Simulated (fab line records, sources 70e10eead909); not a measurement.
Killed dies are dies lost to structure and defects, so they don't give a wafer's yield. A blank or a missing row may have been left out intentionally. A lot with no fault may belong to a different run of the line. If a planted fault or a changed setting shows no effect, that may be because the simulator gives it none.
Matching of chambers / flow nand harc / NHARC_A_ONON_D1_DEP_33 on pecvd-03 has 3 sister chambers
The step deposits SiO2, target thk 200 nm. 3 wafers are shown with their chamber, then 9 later ones without.

== EACH WAFER AND ITS CHAMBER ==
wafer=L088.4; chamber=2; heater power w (W)=513
wafer=L087.2; chamber=0; heater power w (W)=715
wafer=L087.4; chamber=1; heater power w (W)=494

== WAFERS WHOSE CHAMBER IS MISSING ==
wafer=L091.1; heater power w (W)=746
wafer=L091.4; heater power w (W)=554
wafer=L091.5; heater power w (W)=435
wafer=L093.1; heater power w (W)=750
wafer=L093.3; heater power w (W)=449
wafer=L093.4; heater power w (W)=742
wafer=L094.1; heater power w (W)=750
wafer=L094.2; heater power w (W)=420
wafer=L094.5; heater power w (W)=602

== WHICH CHAMBER EACH ONE RAN IN ==
wafer=L091.1; from the rows above=0; in truth=0
wafer=L091.4; from the rows above=can't be placed: 2 or 1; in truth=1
wafer=L091.5; from the rows above=can't be placed: 1 or 2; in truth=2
wafer=L093.1; from the rows above=0; in truth=0
wafer=L093.3; from the rows above=can't be placed: 1 or 2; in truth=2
wafer=L093.4; from the rows above=0; in truth=0
wafer=L094.1; from the rows above=0; in truth=0
wafer=L094.2; from the rows above=can't be placed: 1 or 2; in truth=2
wafer=L094.5; from the rows above=can't be placed: 2 or 1 or 0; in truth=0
Correct placement for 4 of the 9. Cannot be placed on the basis of these rows: 5; the candidates contain the true chamber in 5. Placed wrongly: 0.
How it was worked out, from the rows above alone: a wafer's distance from a chamber is the root of the sum, over the readings, of the square of ((its reading less the chamber's mean) divided by the reading's scatter). If the next closest chamber is less than 2 further off than the closest, the wafer can't be placed; otherwise it belongs to the closest. A chamber's mean is the mean of its shown wafers. The scatter (one wafer shown for each chamber): square how far every hidden wafer sits from the nearest shown wafer, average those squares and take the square root.
